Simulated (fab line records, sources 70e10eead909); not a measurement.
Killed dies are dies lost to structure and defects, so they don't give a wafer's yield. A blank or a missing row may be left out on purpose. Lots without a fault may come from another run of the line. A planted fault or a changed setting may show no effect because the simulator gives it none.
Which tool did it? | flow nand_harc | 12 lots, 36 wafers sampled, at 2 steps of a route of 1159

WHAT THE GAUGES READ, wafer by wafer
NHARC_P_M0_OVL_MEAS_10: pitch 180 nm.
lot  | measured     | on         | overlay_x_nm (nm)
L076 | day 6 09:36  | overlay-01 | 1.0 0.9 0.8
L077 | day 6 14:41  | overlay-01 | 0.1 0.0 0.6
L079 | day 7 00:10  | overlay-02 | -0.9 -1.1 -0.8
L080 | day 7 06:45  | overlay-02 | -0.1 0.3 0.3
L082 | day 8 04:52  | overlay-01 | 0.4 0.6 0.6
L084 | day 8 08:06  | overlay-02 | 0.7 0.3 1.2
L087 | day 9 01:10  | overlay-02 | -0.3 -0.5 -0.6
L089 | day 9 19:01  | overlay-01 | 0.5 0.2 0.7
L091 | day 10 08:03 | overlay-02 | 0.8 0.2 0.3
L093 | day 10 15:58 | overlay-02 | 0.9 1.0 0.8
L095 | day 11 00:43 | overlay-01 | 0.7 0.6 0.1
L097 | day 12 00:23 | overlay-02 | -1.4 -0.9 -0.4

WHICH TOOL RAN EACH LOT (tool, then ch and the chambers of the sampled wafers, then the start)
lot  | NHARC_P_CONTACT_ETCH_36
L076 | rie_diel-12 ch 0,1,3, day 6 09:36 or earlier
L077 | rie_diel-02 ch 2,3, day 6 14:41 or earlier
L079 | rie_diel-05 ch 1,2,3, day 7 00:10 or earlier
L080 | rie_diel-05 ch 0,1, day 7 06:45 or earlier
L082 | rie_diel-02 ch 0,2,3, day 8 04:52 or earlier
L084 | rie_diel-02 ch 0,2,3, day 8 08:06 or earlier
L087 | rie_diel-12 ch 2,3, day 9 01:10 or earlier
L089 | rie_diel-02 ch 1,3, day 9 19:01 or earlier
L091 | rie_diel-02 ch 0,3, day 10 08:03 or earlier
L093 | rie_diel-05 ch 0,1, day 10 15:58 or earlier
L095 | rie_diel-05 ch 0,1,3, day 11 00:43 or earlier
L097 | rie_diel-02 ch 0,3, day 12 00:23 or earlier
- NHARC_P_CONTACT_ETCH_36: etches the open film in N2/H2, target depth 260 nm, time 406.25 s.

THE ANSWER, worked out from the rows above alone
Rule: what is usual is taken from the lots themselves. Put in order of their means at a reading, lots are off if they are a third of the lots or fewer, leave a main group of 4 or more, and stand apart from it by a gap of 3 or more times the standard deviation of the main group's means; of several such gaps the widest counts. A main group whose means are all the same, to the digits that the tables above print for the reading, isn't used. A lot without any number at a reading at which 4 lots or more have one is off too. The other lots that the step has rows for count as sound.
No lot is off at any reading shown: from this, nothing can be told.

WHAT THE SIMULATOR HAD PUT IN
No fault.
